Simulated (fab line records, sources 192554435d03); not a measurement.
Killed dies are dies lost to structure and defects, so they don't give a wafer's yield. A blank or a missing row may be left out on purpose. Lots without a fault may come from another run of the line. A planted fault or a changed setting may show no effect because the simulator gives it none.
A struck lot beside a sound one | flow n5_finfet | 38 steps out of a route of 1938
Sound: wafers L236.3, L236.4. Struck: wafers L240.3, L240.6. (L240.4 of the same lot was not struck and is left out.) The cause comes at the end.
At each step with rows: each side's tool, then ch and its chambers, then its first start. Under that, the readings that differ: sound wafers | struck wafers | difference of the means | sigmas: that difference in standard deviations of wafers without a fault.
alike: readings whose means differ by less than 2 such deviations, and words and numbers that are the same on both sides. not compared: withheld readings, readings that some wafer has no value for, bounds like >300 that may hide the same value, and numbers for which the record gives no deviation and whose values overlap.
The two part at a step that has a row with sigmas, a row that says differs or no value, or rows on one side only. Numbers that don't overlap but have no deviation are shown without sigmas and don't part them. A reading that every wafer of one side lacks parts them only if that side has two wafers or more.

first, 11 steps without rows for these wafers: N5_BEOL_M2_SPUTTER_92 (material Cu, target thk 4.5 nm, time 8.29 s); N5_BEOL_M2_ANNEAL_93 (time 240 s); N5_BEOL_M2_SPUTTER_94 (material Cu, target thk 4.5 nm, time 8.29 s); N5_BEOL_M2_ANNEAL_95 (time 240 s); N5_BEOL_M2_SPUTTER_96 (material Cu, target thk 4.5 nm, time 8.29 s); N5_BEOL_M2_ECD_50 (material Cu, target thk 300 nm); N5_BEOL_M2_ANNEAL_51 (time 90 s); N5_BEOL_M2_CMP_52 (polishes, stops on SiOC, t overpolish 6.8 s, target thk 40 nm); N5_BEOL_M2_PRE_CLEAN_60 (time 15 s); N5_BEOL_M2_CO_CAP_55 (material Co, precursor CCTBA/H2, target thk 2 nm, time 102.1 s); N5_BEOL_M2_PRE_CLEAN_56 (time 15 s).
N5_BEOL_M2_DEP_57: deposits SiCN from 3MS/NH3, target thk 8 nm, time 14 s.
  sound on pecvd-01 ch 1,2, day 9 01:55; struck on pecvd-01 ch 1, day 9 13:17
  reading                                  | sound       | struck      | difference | sigmas
  showerhead_plenum_p_Torr (Torr)          | 3.675 3.647 | 3.685 3.694 | +0.029     | +2
  model.SiCN_of_BEOL_M2_DEP_57.thk_nm (nm) | 8 8         | 3.2 3.6     | -4.6       |
  alike: throttle_valve_pct
then, 22 steps without rows for these wafers: N5_BEOL_M3_ILD_DEP_00 (deposits SiOC from DEMS/O2, target thk 79 nm, time 15.3 s); N5_BEOL_M3_PECVD_72 (deposits SiO2 from TEOS/O2, target thk 16 nm, time 18 s); N5_BEOL_M3_HM_DEP_02 (deposits TiN, target thk 20 nm); N5_BEOL_M3_COAT_61 (time 60 s, resist thk 60 nm); N5_BEOL_M3_COAT_62 (time 60 s, resist thk 12 nm); N5_BEOL_M3_COAT_73 (time 60 s, resist thk 5 nm); N5_BEOL_M3_COAT_05 (resist thk 30 nm); N5_BEOL_M3_EBR_07; N5_BEOL_M3_SOFTBAKE_06 (time 60 s); N5_BEOL_M3_EXPOSE_08 (exposes mask M3); N5_BEOL_M3_PEB_09 (peb time 60 s); N5_BEOL_M3_DEVELOP_10 (develop time 30 s); N5_BEOL_M3_DESCUM_16 (chemistry O2, time 7 s); N5_BEOL_M3_ETCH_74 (etches underlayer in N2/H2, target depth 6.5 nm, time 5.2 s); N5_BEOL_M3_ETCH_63 (etches SiARC in CF4, target depth 15.6 nm, time 26 s); N5_BEOL_M3_ETCH_64 (etches SOC in N2/H2, target depth 75 nm, overetch 15 nm, time 112.5 s); N5_BEOL_M3_STRIP_65 (strips in N2/H2); N5_BEOL_M3_STRIP_75 (strips in N2/H2); N5_BEOL_M3_STRIP_66 (strips in CF4); N5_BEOL_M3_HM_OPEN_17 (chemistry Cl2/BCl3, target TiN, target depth 20 nm, overetch 6 nm); N5_BEOL_M3_STRIP_19 (strips in O2); N5_BEOL_M3_COAT_67 (time 60 s, resist thk 60 nm).
N5_BEOL_M3_CMP_52: polishes, stops on SiOC, t overpolish 6.8 s, target thk 40 nm.
  sound on cmp-02 ch 1,2, day 9 09:13; struck on cmp-04 ch 1,2, day 10 08:41
  reading                                | sound     | struck    | difference | sigmas
  time_to_endpoint_s (s)                 | 64.9 64.0 | 58.0 58.1 | -6.4       | -3
  model.Cu_of_BEOL_M3_ECD_50.thk_nm (nm) | 41.6 39.8 | 35.4 36.2 | -4.9       |
  alike: barrier_field_endpoint_s, motor_current_A, overpolish_run_s, slurry_flow_ml_min
N5_BEOL_M3_THK_MEAS_53: measures by xrf.
  sound on film_metro-02, day 9 09:31; struck on film_metro-01, day 10 08:59
  reading     | sound     | struck    | difference | sigmas
  M3_THK (nm) | 40.7 39.2 | 35.2 36.1 | -4.3       | -3
N5_BEOL_M3_RS_MEAS_58: measures by four-point-probe.
  sound on film_metro-02, day 9 09:47; struck on film_metro-02, day 10 09:14
  reading        | sound       | struck      | difference | sigmas
  M3_RS (ohm/sq) | 0.637 0.675 | 0.784 0.761 | +0.116     | +4
N5_BEOL_M4_RC_MEAS_101:
  sound on prober-01 ch 0, day 9 22:58; struck on prober-01 ch 0, day 11 01:41
  alike: DIBL_N, DIBL_P, IOFF_N, IOFF_P, ION_N, ION_P, SS_N, SS_P, VT_N, VT_P

WHERE THEY PART
First at N5_BEOL_M2_DEP_57; last, within this record, at N5_BEOL_M3_RS_MEAS_58. Later steps at which nothing parts them and some readings are alike: N5_BEOL_M4_RC_MEAS_101.

WHY: what the simulator had put in
Process parameter drift: pecvd-01, from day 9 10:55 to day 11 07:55, at N5_BEOL_M2_DEP_57. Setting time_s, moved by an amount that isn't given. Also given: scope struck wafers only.
